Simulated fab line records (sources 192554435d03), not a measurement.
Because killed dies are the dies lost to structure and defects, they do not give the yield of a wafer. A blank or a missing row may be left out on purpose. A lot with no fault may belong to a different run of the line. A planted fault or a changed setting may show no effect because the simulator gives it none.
fab line records :: flow n5-finfet
[record]
  lots = 7
  wafers = 39
route steps=1938 shown ZERO_LAYER@11 FIN_SAQP@102 SD_EPI_N@278 GATE_CUT@490 BEOL_M0_SAQP@648 BEOL_M0@736 BEOL_M2@857 BEOL_M4@1092
start-h: the number of hours between the record's first day and the start of the first shown wafer of the lot :: wait-h: hours since the lot's step before :: " as in the row above :: L1.1+2: a row that stands for several wafers :: - no value, or no start was given :: * or withheld: withheld :: < > ~ a bound
route shown NAME@n: NAME is a module with steps in the file, n the number in the route of the first one :: usual: mean/standard deviation of fault-free wafers :: same: alike in all rows :: chamber/n: place in a boat :: sites: readings site by site :: _std_site: standard deviation of those values :: _edge_site: outer sites' mean less inner sites' :: radius-mm: for every site, how far away it sits from the centre of the wafer :: mask NAME#n: copy n :: behind: the last tool/chamber to shape the wafer :: hold: why the lot went on hold/how many hours it stayed there/how the hold came to an end :: device: transistor that didn't switch, given as n, p or np :: end of line: tests of these same wafers at the route's end :: for a step that has no rows: nothing shown but its recipe :: killed: count of dies lost to structure and defects at first sort (not the wafer's yield) :: map: a wafer's dies, x killed, . not, _ none there
set.NAME: the run value of the setting; set.NAME@STEP: its run value at that earlier step :: model.NAME: the simulator's own value behind a step, which no gauge read
one table per step and one row per wafer, for lots whose settings were changed on purpose
[[steps]]
[step N5_ZERO_LAYER_DEVELOP_10]
[recipe]
  develop-time-s = 60
  rinse-liquid = diw
  dry = air-spin
  dev-temp-c = 21
[step N5_FIN_SAQP_HM_DEP_72]
[recipe]
  material = SiO2
  target-thk-a = 120
  temp-c = 400
  precursor = SiH4/N2O
  pressure-torr = 0.75
  rf-w = 275
  time-s = 7.2
[step N5_SD_EPI_N_ETCH_45]
[recipe]
  chemistry = CH3F/O2
  target = SiOCN
  target-depth-a = 60
  mask-material = SOC
  ion-energy-ev = 60
  bias-w = 29
  pressure-mtorr = 15
  source-w = 410
  Ar_flow_sccm = 150
  CH3F_flow_sccm = 30
  O2_flow_sccm = 20
[step N5_GATE_CUT_DESCUM_18]
[recipe]
  chemistry = O2
  time-s = 7
  source-power-w = 50
  bias-power-w = 20
  pressure-mtorr = 20
  rf-frequency-hz = 2.712e+07
  temp-c = 40
  resist = CAR-EUV
  o2-flow-sccm = 225
[step N5_BEOL_M0_SAQP_DEVELOP_13]
[recipe]
  develop-time-s = 30
  developer = TMAH
  resist = CAR-ArF
  dev-temp-c = 23
  rinse-liquid = diw
  dry = air-spin
[step N5_BEOL_M0_SPUTTER_132]
[recipe]
  material = Cu
  target-thk-a = 40
  temp-c = -20
  chamber-pressure-pa = 0.07
  power-w = withheld
  time-s = 7.37
[step N5_BEOL_M2_DESCUM_16]
[step N5_BEOL_M4_SPUTTER_88]
[recipe]
  material = Cu
  target-thk-a = 45
  temp-c = -20
  chamber-pressure-pa = 0.07
  power-w = withheld
  time-s = 8.29
[step N5_BEOL_M4_RC_MEAS_101]
[usual]
  REXT_N = 75.7/1.8
lot.wafer: L074.1
tool: prober-01
chamber: 0
start-h: 209.88
wait-h: 0.0
set.develop-time-s@ZERO_LAYER_DEVELOP_10: 75.57
set.time-s@FIN_SAQP_HM_DEP_72: 7.2
set.target-depth-a@SD_EPI_N_ETCH_45: 48.98
set.time-s@GATE_CUT_DESCUM_18: 7
set.develop-time-s@BEOL_M0_SAQP_DEVELOP_13: 30
set.target-thk-a@BEOL_M0_SPUTTER_132: 40
set.time-s@BEOL_M2_DESCUM_16: 7
set.target-thk-a@BEOL_M4_SPUTTER_88: 45
REXT_N[ohm.um]: 76.6

lot.wafer: L074.2
tool: prober-01
chamber: 0
start-h: 209.88
wait-h: 0.0
set.develop-time-s@ZERO_LAYER_DEVELOP_10: 75.57
set.time-s@FIN_SAQP_HM_DEP_72: 4.942
set.target-depth-a@SD_EPI_N_ETCH_45: 60
set.time-s@GATE_CUT_DESCUM_18: 8.551
set.develop-time-s@BEOL_M0_SAQP_DEVELOP_13: 30
set.target-thk-a@BEOL_M0_SPUTTER_132: 57.06
set.time-s@BEOL_M2_DESCUM_16: 7
set.target-thk-a@BEOL_M4_SPUTTER_88: 45
REXT_N[ohm.um]: 77.2

lot.wafer: L074.3
tool: prober-01
chamber: 0
start-h: 209.88
wait-h: 0.0
set.develop-time-s@ZERO_LAYER_DEVELOP_10: 60
set.time-s@FIN_SAQP_HM_DEP_72: 4.942
set.target-depth-a@SD_EPI_N_ETCH_45: 60
set.time-s@GATE_CUT_DESCUM_18: 7
set.develop-time-s@BEOL_M0_SAQP_DEVELOP_13: 30
set.target-thk-a@BEOL_M0_SPUTTER_132: 40
set.time-s@BEOL_M2_DESCUM_16: 7
set.target-thk-a@BEOL_M4_SPUTTER_88: 45
REXT_N[ohm.um]: 76.1

lot.wafer: L074.4
tool: prober-01
chamber: 0
start-h: 209.88
wait-h: 0.0
set.develop-time-s@ZERO_LAYER_DEVELOP_10: 60
set.time-s@FIN_SAQP_HM_DEP_72: 4.942
set.target-depth-a@SD_EPI_N_ETCH_45: 48.98
set.time-s@GATE_CUT_DESCUM_18: 8.551
set.develop-time-s@BEOL_M0_SAQP_DEVELOP_13: 30
set.target-thk-a@BEOL_M0_SPUTTER_132: 40
set.time-s@BEOL_M2_DESCUM_16: 7
set.target-thk-a@BEOL_M4_SPUTTER_88: 45
REXT_N[ohm.um]: 77.8

lot.wafer: L074.5
tool: prober-01
chamber: 0
start-h: 209.88
wait-h: 0.0
set.develop-time-s@ZERO_LAYER_DEVELOP_10: 60
set.time-s@FIN_SAQP_HM_DEP_72: 7.2
set.target-depth-a@SD_EPI_N_ETCH_45: 48.98
set.time-s@GATE_CUT_DESCUM_18: 7
set.develop-time-s@BEOL_M0_SAQP_DEVELOP_13: 30
set.target-thk-a@BEOL_M0_SPUTTER_132: 57.06
set.time-s@BEOL_M2_DESCUM_16: 7
set.target-thk-a@BEOL_M4_SPUTTER_88: 45
REXT_N[ohm.um]: 77.5

lot.wafer: L074.6
tool: prober-01
chamber: 0
start-h: 209.88
wait-h: 0.0
set.develop-time-s@ZERO_LAYER_DEVELOP_10: 75.57
set.time-s@FIN_SAQP_HM_DEP_72: 7.2
set.target-depth-a@SD_EPI_N_ETCH_45: 60
set.time-s@GATE_CUT_DESCUM_18: 8.551
set.develop-time-s@BEOL_M0_SAQP_DEVELOP_13: 30
set.target-thk-a@BEOL_M0_SPUTTER_132: 57.06
set.time-s@BEOL_M2_DESCUM_16: 7
set.target-thk-a@BEOL_M4_SPUTTER_88: 45
REXT_N[ohm.um]: 74.9

lot.wafer: L079.1
tool: prober-02
chamber: 0
start-h: 248.07
wait-h: 0.0
set.develop-time-s@ZERO_LAYER_DEVELOP_10: 60
set.time-s@FIN_SAQP_HM_DEP_72: 7.2
set.target-depth-a@SD_EPI_N_ETCH_45: 60
set.time-s@GATE_CUT_DESCUM_18: 3.629
set.develop-time-s@BEOL_M0_SAQP_DEVELOP_13: 30
set.target-thk-a@BEOL_M0_SPUTTER_132: 40
set.time-s@BEOL_M2_DESCUM_16: 7
set.target-thk-a@BEOL_M4_SPUTTER_88: 45
REXT_N[ohm.um]: 70.8

lot.wafer: L079.2
tool: prober-02
chamber: 0
start-h: 248.07
wait-h: 0.0
set.develop-time-s@ZERO_LAYER_DEVELOP_10: 31.68
set.time-s@FIN_SAQP_HM_DEP_72: 7.2
set.target-depth-a@SD_EPI_N_ETCH_45: 60
set.time-s@GATE_CUT_DESCUM_18: 7
set.develop-time-s@BEOL_M0_SAQP_DEVELOP_13: 30
set.target-thk-a@BEOL_M0_SPUTTER_132: 40
set.time-s@BEOL_M2_DESCUM_16: 9.544
set.target-thk-a@BEOL_M4_SPUTTER_88: 45
REXT_N[ohm.um]: 72.8

lot.wafer: L079.3
tool: prober-02
chamber: 0
start-h: 248.07
wait-h: 0.0
set.develop-time-s@ZERO_LAYER_DEVELOP_10: 31.68
set.time-s@FIN_SAQP_HM_DEP_72: 11.05
set.target-depth-a@SD_EPI_N_ETCH_45: 60
set.time-s@GATE_CUT_DESCUM_18: 3.629
set.develop-time-s@BEOL_M0_SAQP_DEVELOP_13: 30
set.target-thk-a@BEOL_M0_SPUTTER_132: 40
set.time-s@BEOL_M2_DESCUM_16: 9.544
set.target-thk-a@BEOL_M4_SPUTTER_88: 53.42
REXT_N[ohm.um]: 70.8

lot.wafer: L079.4
tool: prober-02
chamber: 0
start-h: 248.07
wait-h: 0.0
set.develop-time-s@ZERO_LAYER_DEVELOP_10: 31.68
set.time-s@FIN_SAQP_HM_DEP_72: 11.05
set.target-depth-a@SD_EPI_N_ETCH_45: 32.16
set.time-s@GATE_CUT_DESCUM_18: 7
set.develop-time-s@BEOL_M0_SAQP_DEVELOP_13: 30
set.target-thk-a@BEOL_M0_SPUTTER_132: 40
set.time-s@BEOL_M2_DESCUM_16: 7
set.target-thk-a@BEOL_M4_SPUTTER_88: 53.42
REXT_N[ohm.um]: 75.1

lot.wafer: L079.5
tool: prober-02
chamber: 0
start-h: 248.07
wait-h: 0.0
set.develop-time-s@ZERO_LAYER_DEVELOP_10: 60
set.time-s@FIN_SAQP_HM_DEP_72: 11.05
set.target-depth-a@SD_EPI_N_ETCH_45: 32.16
set.time-s@GATE_CUT_DESCUM_18: 7
set.develop-time-s@BEOL_M0_SAQP_DEVELOP_13: 30
set.target-thk-a@BEOL_M0_SPUTTER_132: 40
set.time-s@BEOL_M2_DESCUM_16: 7
set.target-thk-a@BEOL_M4_SPUTTER_88: 45
REXT_N[ohm.um]: 74.9

lot.wafer: L079.6
tool: prober-02
chamber: 0
start-h: 248.07
wait-h: 0.0
set.develop-time-s@ZERO_LAYER_DEVELOP_10: 60
set.time-s@FIN_SAQP_HM_DEP_72: 7.2
set.target-depth-a@SD_EPI_N_ETCH_45: 32.16
set.time-s@GATE_CUT_DESCUM_18: 3.629
set.develop-time-s@BEOL_M0_SAQP_DEVELOP_13: 30
set.target-thk-a@BEOL_M0_SPUTTER_132: 40
set.time-s@BEOL_M2_DESCUM_16: 9.544
set.target-thk-a@BEOL_M4_SPUTTER_88: 53.42
REXT_N[ohm.um]: 74.9

lot.wafer: L081.1
tool: prober-02
chamber: 0
start-h: 269.99
wait-h: 0.0
set.develop-time-s@ZERO_LAYER_DEVELOP_10: 88.07
set.time-s@FIN_SAQP_HM_DEP_72: 7.2
set.target-depth-a@SD_EPI_N_ETCH_45: 48.33
set.time-s@GATE_CUT_DESCUM_18: 7
set.develop-time-s@BEOL_M0_SAQP_DEVELOP_13: 36.51
set.target-thk-a@BEOL_M0_SPUTTER_132: 40
set.time-s@BEOL_M2_DESCUM_16: 9.928
set.target-thk-a@BEOL_M4_SPUTTER_88: 45
REXT_N[ohm.um]: 76.9

lot.wafer: L081.2
tool: prober-02
chamber: 0
start-h: 269.99
wait-h: 0.0
set.develop-time-s@ZERO_LAYER_DEVELOP_10: 88.07
set.time-s@FIN_SAQP_HM_DEP_72: 7.2
set.target-depth-a@SD_EPI_N_ETCH_45: 60
set.time-s@GATE_CUT_DESCUM_18: 7
set.develop-time-s@BEOL_M0_SAQP_DEVELOP_13: 36.51
set.target-thk-a@BEOL_M0_SPUTTER_132: 47.45
set.time-s@BEOL_M2_DESCUM_16: 9.928
set.target-thk-a@BEOL_M4_SPUTTER_88: 45
REXT_N[ohm.um]: 74.8

lot.wafer: L081.3
tool: prober-02
chamber: 0
start-h: 269.99
wait-h: 0.0
set.develop-time-s@ZERO_LAYER_DEVELOP_10: 88.07
set.time-s@FIN_SAQP_HM_DEP_72: 7.2
set.target-depth-a@SD_EPI_N_ETCH_45: 60
set.time-s@GATE_CUT_DESCUM_18: 3.504
set.develop-time-s@BEOL_M0_SAQP_DEVELOP_13: 30
set.target-thk-a@BEOL_M0_SPUTTER_132: 40
set.time-s@BEOL_M2_DESCUM_16: 7
set.target-thk-a@BEOL_M4_SPUTTER_88: 45
REXT_N[ohm.um]: 72.8

lot.wafer: L081.4
tool: prober-02
chamber: 0
start-h: 269.99
wait-h: 0.0
set.develop-time-s@ZERO_LAYER_DEVELOP_10: 60
set.time-s@FIN_SAQP_HM_DEP_72: 7.2
set.target-depth-a@SD_EPI_N_ETCH_45: 60
set.time-s@GATE_CUT_DESCUM_18: 3.504
set.develop-time-s@BEOL_M0_SAQP_DEVELOP_13: 30
set.target-thk-a@BEOL_M0_SPUTTER_132: 40
set.time-s@BEOL_M2_DESCUM_16: 9.928
set.target-thk-a@BEOL_M4_SPUTTER_88: 45
REXT_N[ohm.um]: 74.7

lot.wafer: L081.5
tool: prober-02
chamber: 0
start-h: 269.99
wait-h: 0.0
set.develop-time-s@ZERO_LAYER_DEVELOP_10: 60
set.time-s@FIN_SAQP_HM_DEP_72: 7.2
set.target-depth-a@SD_EPI_N_ETCH_45: 48.33
set.time-s@GATE_CUT_DESCUM_18: 7
set.develop-time-s@BEOL_M0_SAQP_DEVELOP_13: 30
set.target-thk-a@BEOL_M0_SPUTTER_132: 47.45
set.time-s@BEOL_M2_DESCUM_16: 7
set.target-thk-a@BEOL_M4_SPUTTER_88: 45
REXT_N[ohm.um]: 76.1

lot.wafer: L081.6
tool: prober-02
chamber: 0
start-h: 269.99
wait-h: 0.0
set.develop-time-s@ZERO_LAYER_DEVELOP_10: 60
set.time-s@FIN_SAQP_HM_DEP_72: 7.2
set.target-depth-a@SD_EPI_N_ETCH_45: 48.33
set.time-s@GATE_CUT_DESCUM_18: 3.504
set.develop-time-s@BEOL_M0_SAQP_DEVELOP_13: 36.51
set.target-thk-a@BEOL_M0_SPUTTER_132: 47.45
set.time-s@BEOL_M2_DESCUM_16: 7
set.target-thk-a@BEOL_M4_SPUTTER_88: 45
REXT_N[ohm.um]: 76.1

lot.wafer: L082.1
tool: prober-01
chamber: 0
start-h: 272.94
wait-h: 0.0
set.develop-time-s@ZERO_LAYER_DEVELOP_10: 60
set.time-s@FIN_SAQP_HM_DEP_72: 7.2
set.target-depth-a@SD_EPI_N_ETCH_45: 60
set.time-s@GATE_CUT_DESCUM_18: 7
set.develop-time-s@BEOL_M0_SAQP_DEVELOP_13: 30
set.target-thk-a@BEOL_M0_SPUTTER_132: 40
set.time-s@BEOL_M2_DESCUM_16: 9.658
set.target-thk-a@BEOL_M4_SPUTTER_88: 45
REXT_N[ohm.um]: 76.0

lot.wafer: L082.2
tool: prober-01
chamber: 0
start-h: 272.94
wait-h: 0.0
set.develop-time-s@ZERO_LAYER_DEVELOP_10: 60
set.time-s@FIN_SAQP_HM_DEP_72: 3.222
set.target-depth-a@SD_EPI_N_ETCH_45: 88.1
set.time-s@GATE_CUT_DESCUM_18: 7
set.develop-time-s@BEOL_M0_SAQP_DEVELOP_13: 30
set.target-thk-a@BEOL_M0_SPUTTER_132: 22.68
set.time-s@BEOL_M2_DESCUM_16: 9.658
set.target-thk-a@BEOL_M4_SPUTTER_88: 60.38
REXT_N[ohm.um]: 74.7

lot.wafer: L082.3
tool: prober-01
chamber: 0
start-h: 272.94
wait-h: 0.0
set.develop-time-s@ZERO_LAYER_DEVELOP_10: 75.47
set.time-s@FIN_SAQP_HM_DEP_72: 3.222
set.target-depth-a@SD_EPI_N_ETCH_45: 60
set.time-s@GATE_CUT_DESCUM_18: 4.671
set.develop-time-s@BEOL_M0_SAQP_DEVELOP_13: 30
set.target-thk-a@BEOL_M0_SPUTTER_132: 22.68
set.time-s@BEOL_M2_DESCUM_16: 7
set.target-thk-a@BEOL_M4_SPUTTER_88: 45
REXT_N[ohm.um]: 75.2

lot.wafer: L082.4
tool: prober-01
chamber: 0
start-h: 272.94
wait-h: 0.0
set.develop-time-s@ZERO_LAYER_DEVELOP_10: 75.47
set.time-s@FIN_SAQP_HM_DEP_72: 3.222
set.target-depth-a@SD_EPI_N_ETCH_45: 88.1
set.time-s@GATE_CUT_DESCUM_18: 7
set.develop-time-s@BEOL_M0_SAQP_DEVELOP_13: 30
set.target-thk-a@BEOL_M0_SPUTTER_132: 40
set.time-s@BEOL_M2_DESCUM_16: 7
set.target-thk-a@BEOL_M4_SPUTTER_88: 60.38
REXT_N[ohm.um]: 73.9

lot.wafer: L082.5
tool: prober-01
chamber: 0
start-h: 272.94
wait-h: 0.0
set.develop-time-s@ZERO_LAYER_DEVELOP_10: 75.47
set.time-s@FIN_SAQP_HM_DEP_72: 7.2
set.target-depth-a@SD_EPI_N_ETCH_45: 60
set.time-s@GATE_CUT_DESCUM_18: 4.671
set.develop-time-s@BEOL_M0_SAQP_DEVELOP_13: 30
set.target-thk-a@BEOL_M0_SPUTTER_132: 22.68
set.time-s@BEOL_M2_DESCUM_16: 9.658
set.target-thk-a@BEOL_M4_SPUTTER_88: 60.38
REXT_N[ohm.um]: 74.9

lot.wafer: L082.6
tool: prober-01
chamber: 0
start-h: 272.94
wait-h: 0.0
set.develop-time-s@ZERO_LAYER_DEVELOP_10: 60
set.time-s@FIN_SAQP_HM_DEP_72: 7.2
set.target-depth-a@SD_EPI_N_ETCH_45: 88.1
set.time-s@GATE_CUT_DESCUM_18: 4.671
set.develop-time-s@BEOL_M0_SAQP_DEVELOP_13: 30
set.target-thk-a@BEOL_M0_SPUTTER_132: 40
set.time-s@BEOL_M2_DESCUM_16: 7
set.target-thk-a@BEOL_M4_SPUTTER_88: 45
REXT_N[ohm.um]: 74.5

lot.wafer: L083.2
tool: prober-01
chamber: 0
start-h: 277.01
wait-h: 0.2
set.develop-time-s@ZERO_LAYER_DEVELOP_10: 60
set.time-s@FIN_SAQP_HM_DEP_72: 7.2
set.target-depth-a@SD_EPI_N_ETCH_45: 60
set.time-s@GATE_CUT_DESCUM_18: 7
set.develop-time-s@BEOL_M0_SAQP_DEVELOP_13: 30
set.target-thk-a@BEOL_M0_SPUTTER_132: 40
set.time-s@BEOL_M2_DESCUM_16: 7
set.target-thk-a@BEOL_M4_SPUTTER_88: 45
REXT_N[ohm.um]: 79.6

lot.wafer: L083.3
tool: prober-01
chamber: 0
start-h: 277.01
wait-h: 0.2
set.develop-time-s@ZERO_LAYER_DEVELOP_10: 60
set.time-s@FIN_SAQP_HM_DEP_72: 7.2
set.target-depth-a@SD_EPI_N_ETCH_45: 60
set.time-s@GATE_CUT_DESCUM_18: 7
set.develop-time-s@BEOL_M0_SAQP_DEVELOP_13: 30
set.target-thk-a@BEOL_M0_SPUTTER_132: 40
set.time-s@BEOL_M2_DESCUM_16: 7
set.target-thk-a@BEOL_M4_SPUTTER_88: 45
REXT_N[ohm.um]: 77.9

lot.wafer: L083.4
tool: prober-01
chamber: 0
start-h: 277.01
wait-h: 0.2
set.develop-time-s@ZERO_LAYER_DEVELOP_10: 60
set.time-s@FIN_SAQP_HM_DEP_72: 7.2
set.target-depth-a@SD_EPI_N_ETCH_45: 60
set.time-s@GATE_CUT_DESCUM_18: 7
set.develop-time-s@BEOL_M0_SAQP_DEVELOP_13: 30
set.target-thk-a@BEOL_M0_SPUTTER_132: 40
set.time-s@BEOL_M2_DESCUM_16: 7
set.target-thk-a@BEOL_M4_SPUTTER_88: 45
REXT_N[ohm.um]: 78.8

lot.wafer: L093.1
tool: prober-01
chamber: 0
start-h: 335.82
wait-h: 0.0
set.develop-time-s@ZERO_LAYER_DEVELOP_10: 60
set.time-s@FIN_SAQP_HM_DEP_72: 7.2
set.target-depth-a@SD_EPI_N_ETCH_45: 60
set.time-s@GATE_CUT_DESCUM_18: 7
set.develop-time-s@BEOL_M0_SAQP_DEVELOP_13: 19.23
set.target-thk-a@BEOL_M0_SPUTTER_132: 40
set.time-s@BEOL_M2_DESCUM_16: 5.862
set.target-thk-a@BEOL_M4_SPUTTER_88: 45
REXT_N[ohm.um]: 75.5

lot.wafer: L093.2
tool: prober-01
chamber: 0
start-h: 335.82
wait-h: 0.0
set.develop-time-s@ZERO_LAYER_DEVELOP_10: 39.66
set.time-s@FIN_SAQP_HM_DEP_72: 3.471
set.target-depth-a@SD_EPI_N_ETCH_45: 60
set.time-s@GATE_CUT_DESCUM_18: 9.451
set.develop-time-s@BEOL_M0_SAQP_DEVELOP_13: 19.23
set.target-thk-a@BEOL_M0_SPUTTER_132: 40
set.time-s@BEOL_M2_DESCUM_16: 7
set.target-thk-a@BEOL_M4_SPUTTER_88: 58.85
REXT_N[ohm.um]: 75.8

lot.wafer: L093.3
tool: prober-01
chamber: 0
start-h: 335.82
wait-h: 0.0
set.develop-time-s@ZERO_LAYER_DEVELOP_10: 39.66
set.time-s@FIN_SAQP_HM_DEP_72: 7.2
set.target-depth-a@SD_EPI_N_ETCH_45: 47.87
set.time-s@GATE_CUT_DESCUM_18: 7
set.develop-time-s@BEOL_M0_SAQP_DEVELOP_13: 30
set.target-thk-a@BEOL_M0_SPUTTER_132: 40
set.time-s@BEOL_M2_DESCUM_16: 7
set.target-thk-a@BEOL_M4_SPUTTER_88: 45
REXT_N[ohm.um]: 77.3

lot.wafer: L093.4
tool: prober-01
chamber: 0
start-h: 335.82
wait-h: 0.0
set.develop-time-s@ZERO_LAYER_DEVELOP_10: 39.66
set.time-s@FIN_SAQP_HM_DEP_72: 3.471
set.target-depth-a@SD_EPI_N_ETCH_45: 60
set.time-s@GATE_CUT_DESCUM_18: 9.451
set.develop-time-s@BEOL_M0_SAQP_DEVELOP_13: 30
set.target-thk-a@BEOL_M0_SPUTTER_132: 40
set.time-s@BEOL_M2_DESCUM_16: 5.862
set.target-thk-a@BEOL_M4_SPUTTER_88: 58.85
REXT_N[ohm.um]: 75.5

lot.wafer: L093.5
tool: prober-01
chamber: 0
start-h: 335.82
wait-h: 0.0
set.develop-time-s@ZERO_LAYER_DEVELOP_10: 60
set.time-s@FIN_SAQP_HM_DEP_72: 3.471
set.target-depth-a@SD_EPI_N_ETCH_45: 47.87
set.time-s@GATE_CUT_DESCUM_18: 7
set.develop-time-s@BEOL_M0_SAQP_DEVELOP_13: 19.23
set.target-thk-a@BEOL_M0_SPUTTER_132: 40
set.time-s@BEOL_M2_DESCUM_16: 7
set.target-thk-a@BEOL_M4_SPUTTER_88: 58.85
REXT_N[ohm.um]: 77.2

lot.wafer: L093.6
tool: prober-01
chamber: 0
start-h: 335.82
wait-h: 0.0
set.develop-time-s@ZERO_LAYER_DEVELOP_10: 60
set.time-s@FIN_SAQP_HM_DEP_72: 7.2
set.target-depth-a@SD_EPI_N_ETCH_45: 47.87
set.time-s@GATE_CUT_DESCUM_18: 9.451
set.develop-time-s@BEOL_M0_SAQP_DEVELOP_13: 30
set.target-thk-a@BEOL_M0_SPUTTER_132: 40
set.time-s@BEOL_M2_DESCUM_16: 5.862
set.target-thk-a@BEOL_M4_SPUTTER_88: 45
REXT_N[ohm.um]: 76.5

lot.wafer: L095.1
tool: prober-01
chamber: 0
start-h: 344.16
wait-h: 0.0
set.develop-time-s@ZERO_LAYER_DEVELOP_10: 30.27
set.time-s@FIN_SAQP_HM_DEP_72: 7.2
set.target-depth-a@SD_EPI_N_ETCH_45: 60
set.time-s@GATE_CUT_DESCUM_18: 7
set.develop-time-s@BEOL_M0_SAQP_DEVELOP_13: 30
set.target-thk-a@BEOL_M0_SPUTTER_132: 27.86
set.time-s@BEOL_M2_DESCUM_16: 7
set.target-thk-a@BEOL_M4_SPUTTER_88: 45
REXT_N[ohm.um]: 73.6

lot.wafer: L095.2
tool: prober-01
chamber: 0
start-h: 344.16
wait-h: 0.0
set.develop-time-s@ZERO_LAYER_DEVELOP_10: 30.27
set.time-s@FIN_SAQP_HM_DEP_72: 8.325
set.target-depth-a@SD_EPI_N_ETCH_45: 24.63
set.time-s@GATE_CUT_DESCUM_18: 7
set.develop-time-s@BEOL_M0_SAQP_DEVELOP_13: 30
set.target-thk-a@BEOL_M0_SPUTTER_132: 40
set.time-s@BEOL_M2_DESCUM_16: 7
set.target-thk-a@BEOL_M4_SPUTTER_88: 45
REXT_N[ohm.um]: 78.0

lot.wafer: L095.3
tool: prober-01
chamber: 0
start-h: 344.16
wait-h: 0.0
set.develop-time-s@ZERO_LAYER_DEVELOP_10: 30.27
set.time-s@FIN_SAQP_HM_DEP_72: 8.325
set.target-depth-a@SD_EPI_N_ETCH_45: 60
set.time-s@GATE_CUT_DESCUM_18: 11.08
set.develop-time-s@BEOL_M0_SAQP_DEVELOP_13: 22.63
set.target-thk-a@BEOL_M0_SPUTTER_132: 40
set.time-s@BEOL_M2_DESCUM_16: 7
set.target-thk-a@BEOL_M4_SPUTTER_88: 28.84
REXT_N[ohm.um]: 73.9

lot.wafer: L095.4
tool: prober-01
chamber: 0
start-h: 344.16
wait-h: 0.0
set.develop-time-s@ZERO_LAYER_DEVELOP_10: 60
set.time-s@FIN_SAQP_HM_DEP_72: 7.2
set.target-depth-a@SD_EPI_N_ETCH_45: 60
set.time-s@GATE_CUT_DESCUM_18: 11.08
set.develop-time-s@BEOL_M0_SAQP_DEVELOP_13: 22.63
set.target-thk-a@BEOL_M0_SPUTTER_132: 27.86
set.time-s@BEOL_M2_DESCUM_16: 7
set.target-thk-a@BEOL_M4_SPUTTER_88: 45
REXT_N[ohm.um]: 71.9

lot.wafer: L095.5
tool: prober-01
chamber: 0
start-h: 344.16
wait-h: 0.0
set.develop-time-s@ZERO_LAYER_DEVELOP_10: 60
set.time-s@FIN_SAQP_HM_DEP_72: 8.325
set.target-depth-a@SD_EPI_N_ETCH_45: 24.63
set.time-s@GATE_CUT_DESCUM_18: 7
set.develop-time-s@BEOL_M0_SAQP_DEVELOP_13: 22.63
set.target-thk-a@BEOL_M0_SPUTTER_132: 27.86
set.time-s@BEOL_M2_DESCUM_16: 7
set.target-thk-a@BEOL_M4_SPUTTER_88: 28.84
REXT_N[ohm.um]: 78.4

lot.wafer: L095.6
tool: prober-01
chamber: 0
start-h: 344.16
wait-h: 0.0
set.develop-time-s@ZERO_LAYER_DEVELOP_10: 60
set.time-s@FIN_SAQP_HM_DEP_72: 7.2
set.target-depth-a@SD_EPI_N_ETCH_45: 24.63
set.time-s@GATE_CUT_DESCUM_18: 11.08
set.develop-time-s@BEOL_M0_SAQP_DEVELOP_13: 30
set.target-thk-a@BEOL_M0_SPUTTER_132: 40
set.time-s@BEOL_M2_DESCUM_16: 7
set.target-thk-a@BEOL_M4_SPUTTER_88: 28.84
REXT_N[ohm.um]: 78.4
[[key]]
[split]
  step = N5_ZERO_LAYER_DEVELOP_10
  setting = develop-time-s
  stated-as = 60
response none clear
[split]
  step = N5_FIN_SAQP_HM_DEP_72
  setting = time-s
  stated-as = 7.2
response none clear
[split]
  step = N5_SD_EPI_N_ETCH_45
  setting = target-depth-a
  stated-as = 60
[response]
  step = N5_BEOL_M4_RC_MEAS_101
  reading = REXT_N
  slope = -0.0732
  per = 1%
  together-with = all
  explained = 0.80
[split]
  step = N5_GATE_CUT_DESCUM_18
  setting = time-s
  stated-as = 7
response none clear
[split]
  step = N5_BEOL_M0_SAQP_DEVELOP_13
  setting = develop-time-s
  stated-as = 30
response none clear
[split]
  step = N5_BEOL_M0_SPUTTER_132
  setting = target-thk-a
  stated-as = 40
response none clear
[split]
  step = N5_BEOL_M2_DESCUM_16
  setting = time-s
  stated-as = 7
response none clear
[split]
  step = N5_BEOL_M4_SPUTTER_88
  setting = target-thk-a
  stated-as = 45
response none clear
